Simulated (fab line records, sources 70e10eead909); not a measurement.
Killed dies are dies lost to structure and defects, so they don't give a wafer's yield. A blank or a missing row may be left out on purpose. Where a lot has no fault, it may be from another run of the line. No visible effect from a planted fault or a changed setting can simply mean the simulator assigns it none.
fab line records ; flow nand-harc
record: lots: 6; wafers: 18; last-day: 25
route steps=1159 shown A_ZERO_WELL@412 A_SOURCE_PLATE@413 A_ONON_D1@424 END@1159
lots that met no fault: from a run of the same line without faults
start-h: hours from the record's first day to the start of the lot's first wafer shown ; wait-h: how many hours have passed since the lot's step before this one ; " repeats the value in the row above ; L1.1+2: one row covering several wafers at once ; - no value present, or no start provided ; * or withheld: withheld ; < > ~ a bound
route shown NAME@n: names a module that has steps shown in the file, with the first one's number in the route ; usual: mean and standard deviation over wafers with no fault ; same: alike in all rows ; chamber/n: place in a boat ; sites: the reading at each site ; _std_site: the values' standard deviation ; _edge_site: outer sites' mean less inner sites' ; radius-mm: for every site, how far away it sits from the centre of the wafer ; mask NAME#n: copy n ; behind: the tool/chamber that last shaped the wafer ; hold: why the lot went on hold/how many hours it stayed there/how the hold came to an end ; device: the transistor (n, p or np) that didn't switch ; end of line: the tests these same wafers got at the end of their route ; where a step has no rows: the recipe by itself ; killed: dies lost to structure and defects at the first sort, not the wafer's yield ; map: the dies of a wafer, with x for killed, . for not killed, _ for no die there
set.NAME: the setting as run; set.NAME@STEP: as run at that earlier step ; model.NAME: the simulator's own value behind a step, which no gauge read
lots at some steps of the route; a table a step, a row a wafer
services: the hour from which a tool's chamber was out of use, counted from the record's first day as start-h (under 0 if before that day), plus the number of hours and why
== steps ==
step: NHARC_A_ZERO_WELL_INSPECT_17
usual: raw-defect-count: 12/5.6
lot.wafer;tool;chamber;start-h;wait-h;raw-defect-count
L156.1;defect-inspect-02;-;156.39;0.2;13
L156.5;defect-inspect-02;-;156.39;0.2;12
L156.6;defect-inspect-02;-;156.39;0.2;6
L161.3;defect-inspect-02;-;166.24;0.1;21
L161.4;defect-inspect-02;-;166.24;0.1;5
L161.5;defect-inspect-02;-;166.24;0.1;12
L167.2;defect-inspect-01;-;212.65;0.1;11
L167.3;defect-inspect-01;-;212.65;0.1;6
L167.5;defect-inspect-01;-;212.65;0.1;10
L169.2;defect-inspect-01;-;226.06;0.1;12
L169.5;defect-inspect-01;-;226.06;0.1;10
L169.6;defect-inspect-01;-;226.06;0.1;8
L177.3;defect-inspect-01;-;269.59;0.1;15
L177.5;defect-inspect-01;-;269.59;0.1;18
L177.6;defect-inspect-01;-;269.59;0.1;3
L179.3;defect-inspect-01;-;276.94;0.1;7
L179.5;defect-inspect-01;-;276.94;0.1;10
L179.6;defect-inspect-01;-;276.94;0.1;21
step: NHARC_A_SOURCE_PLATE_PRECLEAN_00
recipe: time-s: 60; chemistry: HF-LAST
step: NHARC_A_SOURCE_PLATE_SRD_01
step: NHARC_A_SOURCE_PLATE_OXIDE_02
recipe: target-thk-a: 100; temp-c: 900; ox-time-s: 1362; material: SiO2
step: NHARC_A_SOURCE_PLATE_THK_MEAS_09
recipe: thk-meas-gauge: ellipsometry
usual: thk-nm: 9.6/1.1
lot.wafer;tool;chamber;start-h;wait-h;thk-nm
L156.1;film-metro-01;-;163.59;0.4;9.1
L156.5;film-metro-01;-;163.59;0.4;10.8
L156.6;film-metro-01;-;163.59;0.4;8.9
L161.3;film-metro-02;-;173.33;0.4;8.5
L161.4;film-metro-02;-;173.33;0.4;7.5
L161.5;film-metro-02;-;173.33;0.4;9.8
L167.2;film-metro-02;-;219.80;0.4;10.6
L167.3;film-metro-02;-;219.80;0.4;7.5
L167.5;film-metro-02;-;219.80;0.4;8.9
L169.2;film-metro-02;-;236.51;0.4;9.2
L169.5;film-metro-02;-;236.51;0.4;8.1
L169.6;film-metro-02;-;236.51;0.4;9.7
L177.3;film-metro-01;-;278.53;0.4;8.0
L177.5;film-metro-01;-;278.53;0.4;9.1
L177.6;film-metro-01;-;278.53;0.4;10.2
L179.3;film-metro-01;-;284.12;0.4;9.1
L179.5;film-metro-01;-;284.12;0.4;9.7
L179.6;film-metro-01;-;284.12;0.4;9.8
step: NHARC_A_SOURCE_PLATE_PVD_04
recipe: target-thk-a: 500; material: WSi2
step: NHARC_A_SOURCE_PLATE_CVD_03
recipe: target-thk-a: 2000; temp-c: 620; pressure-mtorr: 200; time-s: 4000; material: poly-Si
step: NHARC_A_SOURCE_PLATE_ANNEAL_05
recipe: temp-c: 850; time-s: 1800
step: NHARC_A_SOURCE_PLATE_THK_MEAS_06
recipe: thk-meas-gauge: ellipsometry
usual: thk-nm: 199.5/2.3
lot.wafer;tool;chamber;start-h;wait-h;thk-nm
L156.1;film-metro-02;-;176.94;0.4;199.5
L156.5;film-metro-02;-;176.94;0.4;197.5
L156.6;film-metro-02;-;176.94;0.4;198.9
L161.3;film-metro-01;-;186.44;0.4;196.1
L161.4;film-metro-01;-;186.44;0.4;197.8
L161.5;film-metro-01;-;186.44;0.4;199.9
L167.2;film-metro-01;-;232.95;0.4;199.6
L167.3;film-metro-01;-;232.95;0.4;201.7
L167.5;film-metro-01;-;232.95;0.4;199.6
L169.2;film-metro-02;-;249.84;0.4;196.8
L169.5;film-metro-02;-;249.84;0.4;197.5
L169.6;film-metro-02;-;249.84;0.4;198.1
L177.3;film-metro-02;-;291.40;0.4;196.9
L177.5;film-metro-02;-;291.40;0.4;197.4
L177.6;film-metro-02;-;291.40;0.4;196.0
L179.3;film-metro-02;-;297.23;0.4;201.6
L179.5;film-metro-02;-;297.23;0.4;201.5
L179.6;film-metro-02;-;297.23;0.4;202.3
step: NHARC_A_SOURCE_PLATE_INSPECT_08
usual: raw-defect-count: 69/25
lot.wafer;tool;chamber;start-h;wait-h;raw-defect-count
L156.1;defect-inspect-01;-;177.02;0.0;71
L156.5;defect-inspect-01;-;177.02;0.0;69
L156.6;defect-inspect-01;-;177.02;0.0;62
L161.3;defect-inspect-02;-;186.51;0.0;77
L161.4;defect-inspect-02;-;186.51;0.0;80
L161.5;defect-inspect-02;-;186.51;0.0;102
L167.2;defect-inspect-01;-;233.04;0.0;101
L167.3;defect-inspect-01;-;233.04;0.0;68
L167.5;defect-inspect-01;-;233.04;0.0;48
L169.2;defect-inspect-01;-;249.94;0.0;72
L169.5;defect-inspect-01;-;249.94;0.0;70
L169.6;defect-inspect-01;-;249.94;0.0;58
L177.3;defect-inspect-02;-;291.51;0.0;92
L177.5;defect-inspect-02;-;291.51;0.0;84
L177.6;defect-inspect-02;-;291.51;0.0;68
L179.3;defect-inspect-02;-;297.29;0.0;74
L179.5;defect-inspect-02;-;297.29;0.0;47
L179.6;defect-inspect-02;-;297.29;0.0;71
step: NHARC_A_ONON_D1_DEP_00
recipe: target-thk-a: 10000; n2-flow-sccm: 2750; n2o-flow-sccm: 2000; nh3-flow-sccm: 500; sih4-flow-sccm: 210; temp-c: 400
usual: susceptor-temp-C: 400.00/0.19
lot.wafer;tool;chamber;start-h;wait-h;susceptor-temp-C
L156.1;pecvd-onon-03;0;177.42;0.4;400.07
L156.5;pecvd-onon-03;0;177.42;0.4;400.07
L156.6;pecvd-onon-03;0;177.42;0.4;400.33
L161.3;pecvd-onon-01;0;186.90;0.4;400.20
L161.4;pecvd-onon-01;0;186.90;0.4;400.21
L161.5;pecvd-onon-01;0;186.90;0.4;400.02
L167.2;pecvd-onon-01;0;233.16;0.1;399.87
L167.3;pecvd-onon-01;0;233.16;0.1;399.74
L167.5;pecvd-onon-01;0;233.16;0.1;399.71
L169.2;pecvd-onon-01;0;250.07;0.1;400.16
L169.5;pecvd-onon-01;0;250.07;0.1;399.73
L169.6;pecvd-onon-01;0;250.07;0.1;400.26
L177.3;pecvd-onon-02;0;291.69;0.2;399.56
L177.5;pecvd-onon-02;0;291.69;0.2;400.06
L177.6;pecvd-onon-02;0;291.69;0.2;399.85
L179.3;pecvd-onon-03;0;297.47;0.2;399.93
L179.5;pecvd-onon-03;0;297.47;0.2;399.78
L179.6;pecvd-onon-03;0;297.47;0.2;399.87
step: NHARC_A_ONON_D1_THK_MEAS_02
recipe: thk-meas-gauge: ellipsometry
usual: thk-nm: 1002/9.3
lot.wafer;tool;chamber;start-h;wait-h;thk-nm
L156.1;film-metro-02;-;177.93;-;999
L156.5;film-metro-02;-;177.93;-;999
L156.6;film-metro-02;-;177.93;-;999
L161.3;film-metro-01;-;187.30;-;1009
L161.4;film-metro-01;-;187.30;-;1009
L161.5;film-metro-01;-;187.30;-;1008
L167.2;film-metro-02;-;233.64;-;1014
L167.3;film-metro-02;-;233.64;-;1316
L167.5;film-metro-02;-;233.64;-;1315
L169.2;film-metro-01;-;250.52;-;1014
L169.5;film-metro-01;-;250.52;-;1317
L169.6;film-metro-01;-;250.52;-;1014
L177.3;film-metro-01;-;292.09;-;1010
L177.5;film-metro-01;-;292.09;-;1009
L177.6;film-metro-01;-;292.09;-;1011
L179.3;film-metro-01;-;297.86;-;997
L179.5;film-metro-01;-;297.86;-;996
L179.6;film-metro-01;-;297.86;-;997
step: NHARC_A_ONON_D1_DEP_03
recipe: target-thk-a: 10000; n2-flow-sccm: 2750; n2o-flow-sccm: 2000; nh3-flow-sccm: 500; sih4-flow-sccm: 210; temp-c: 400
step: NHARC_END_SORT_01
recipe: temp-c: 25
usual: killed-at-array: 29/10; killed-at-other: 0.7/1.1; killed-at-periphery: 3.2/2.2; killed-dies: 33/11; killed-open: 3.5/1.8; killed-short: 2.0/1.4
same: gross-dies: 677
lot.wafer;tool;chamber;start-h;wait-h;killed-at-array;killed-at-other;killed-at-periphery;killed-dies;killed-open;killed-short
L167.3;prober-02;0;515.52;3.1;671;1;5;677;1;1
L167.5;prober-02;0;517.11;3.7;671;1;5;677;7;0
L169.5;prober-02;0;537.51;3.7;674;0;3;677;3;2
killed by level:class
L167.3 A_ONON_D1:area-dep=630 A_CHANNEL_HOLE_D1:chamber-film-flake=18 A_SLIT:chamber-film-flake=14 A_STAIRCASE:chamber-film-flake=6 P_M2:chamber-film-flake=3 P_GATE:chamber-film-flake=2 A_ONON_D1:geometric-particle:short=1 A_SLIT:geometric-particle:open=1
L167.5 A_ONON_D1:area-dep=641 A_CHANNEL_HOLE_D1:chamber-film-flake=15 A_STAIRCASE:chamber-film-flake=4 A_ONON_D1:geometric-particle:open=3 P_M2:chamber-film-flake=3 A_CONTACT:geometric-particle:open=2 A_SLIT:chamber-film-flake=2 A_CONTACT:chamber-film-flake=2
L169.5 A_ONON_D1:area-dep=662 A_CONTACT:chamber-film-flake=4 A_CONTACT:geometric-particle:open=2 A_STAIRCASE:chamber-film-flake=2 A_BONDPAD:chamber-film-flake=2 P_GATE:geometric-particle:short=1 P_CONTACT:geometric-particle:short=1 A_WL_FILL:geometric-particle:open=1
map L167.3 (x killed, . not)
____________x____________
_________xxxxxxx_________
_______xxxxxxxxxxx_______
______xxxxxxxxxxxxx______
_____xxxxxxxxxxxxxxx_____
____xxxxxxxxxxxxxxxxx____
____xxxxxxxxxxxxxxxxx____
___xxxxxxxxxxxxxxxxxxx___
___xxxxxxxxxxxxxxxxxxx___
__xxxxxxxxxxxxxxxxxxxxx__
__xxxxxxxxxxxxxxxxxxxxx__
_xxxxxxxxxxxxxxxxxxxxxxx_
_xxxxxxxxxxxxxxxxxxxxxxx_
_xxxxxxxxxxxxxxxxxxxxxxx_
_xxxxxxxxxxxxxxxxxxxxxxx_
_xxxxxxxxxxxxxxxxxxxxxxx_
xxxxxxxxxxxxxxxxxxxxxxxxx
xxxxxxxxxxxxxxxxxxxxxxxxx
xxxxxxxxxxxxxxxxxxxxxxxxx
xxxxxxxxxxxxxxxxxxxxxxxxx
xxxxxxxxxxxxxxxxxxxxxxxxx
_xxxxxxxxxxxxxxxxxxxxxxx_
_xxxxxxxxxxxxxxxxxxxxxxx_
_xxxxxxxxxxxxxxxxxxxxxxx_
_xxxxxxxxxxxxxxxxxxxxxxx_
_xxxxxxxxxxxxxxxxxxxxxxx_
__xxxxxxxxxxxxxxxxxxxxx__
__xxxxxxxxxxxxxxxxxxxxx__
___xxxxxxxxxxxxxxxxxxx___
___xxxxxxxxxxxxxxxxxxx___
____xxxxxxxxxxxxxxxxx____
____xxxxxxxxxxxxxxxxx____
_____xxxxxxxxxxxxxxx_____
______xxxxxxxxxxxxx______
_______xxxxxxxxxxx_______
_________xxxxxxx_________
____________x____________
map L169.5 (x killed, . not)
____________x____________
_________xxxxxxx_________
_______xxxxxxxxxxx_______
______xxxxxxxxxxxxx______
_____xxxxxxxxxxxxxxx_____
____xxxxxxxxxxxxxxxxx____
____xxxxxxxxxxxxxxxxx____
___xxxxxxxxxxxxxxxxxxx___
___xxxxxxxxxxxxxxxxxxx___
__xxxxxxxxxxxxxxxxxxxxx__
__xxxxxxxxxxxxxxxxxxxxx__
_xxxxxxxxxxxxxxxxxxxxxxx_
_xxxxxxxxxxxxxxxxxxxxxxx_
_xxxxxxxxxxxxxxxxxxxxxxx_
_xxxxxxxxxxxxxxxxxxxxxxx_
_xxxxxxxxxxxxxxxxxxxxxxx_
xxxxxxxxxxxxxxxxxxxxxxxxx
xxxxxxxxxxxxxxxxxxxxxxxxx
xxxxxxxxxxxxxxxxxxxxxxxxx
xxxxxxxxxxxxxxxxxxxxxxxxx
xxxxxxxxxxxxxxxxxxxxxxxxx
_xxxxxxxxxxxxxxxxxxxxxxx_
_xxxxxxxxxxxxxxxxxxxxxxx_
_xxxxxxxxxxxxxxxxxxxxxxx_
_xxxxxxxxxxxxxxxxxxxxxxx_
_xxxxxxxxxxxxxxxxxxxxxxx_
__xxxxxxxxxxxxxxxxxxxxx__
__xxxxxxxxxxxxxxxxxxxxx__
___xxxxxxxxxxxxxxxxxxx___
___xxxxxxxxxxxxxxxxxxx___
____xxxxxxxxxxxxxxxxx____
____xxxxxxxxxxxxxxxxx____
_____xxxxxxxxxxxxxxx_____
______xxxxxxxxxxxxx______
_______xxxxxxxxxxx_______
_________xxxxxxx_________
____________x____________
== services ==
tool;chamber;start-h;hours;kind
pecvd-onon-01;-;195.22;13.0;pm
pecvd-onon-03;-;212.82;20.0;repair
pecvd-onon-02;-;292.13;13.0;pm
== key ==
first-sign: step: NHARC_A_ONON_D1_THK_MEAS_02; reading: thk-nm; direction: up; sigmas: 34; usual: 1002; struck: 1316
effect: step: NHARC_END_SORT_01; reading: killed-at-array; direction: up; sigmas: 63; usual: 29; struck: 672
more-kills-born-at: NHARC_A_ONON_D1_DEP_00@pecvd-onon-01: 1933
met-at NHARC_A_ONON_D1_DEP_00
struck-wafers L167.3,L167.5,L169.5
later-rows-left-out L167.3,L167.5,L169.5
tester-left-out L167,L169
onset-between 186.90 233.16
fault: kind: process-parameter-drift; tool: pecvd-onon-01; chamber: -; onset-h: 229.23; steps: NHARC_A_ONON_D1_DEP_00; channel: target-thk-a; offset: *; shape: step; end-h: 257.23; scope: struck-wafers-only; acts-in: *; stated: *
tester-left-out: of these lots the tester's yield and bins aren't shown, on N5 and GAA mostly nor the transistor test; their killed dies are dies lost to structure and defects alone, not to doping, threshold or leakage, so they don't give the yield
later-rows-left-out: the simulator's readings of these wafers behind a module that went badly wrong aren't trusted and aren't shown, but for the sort
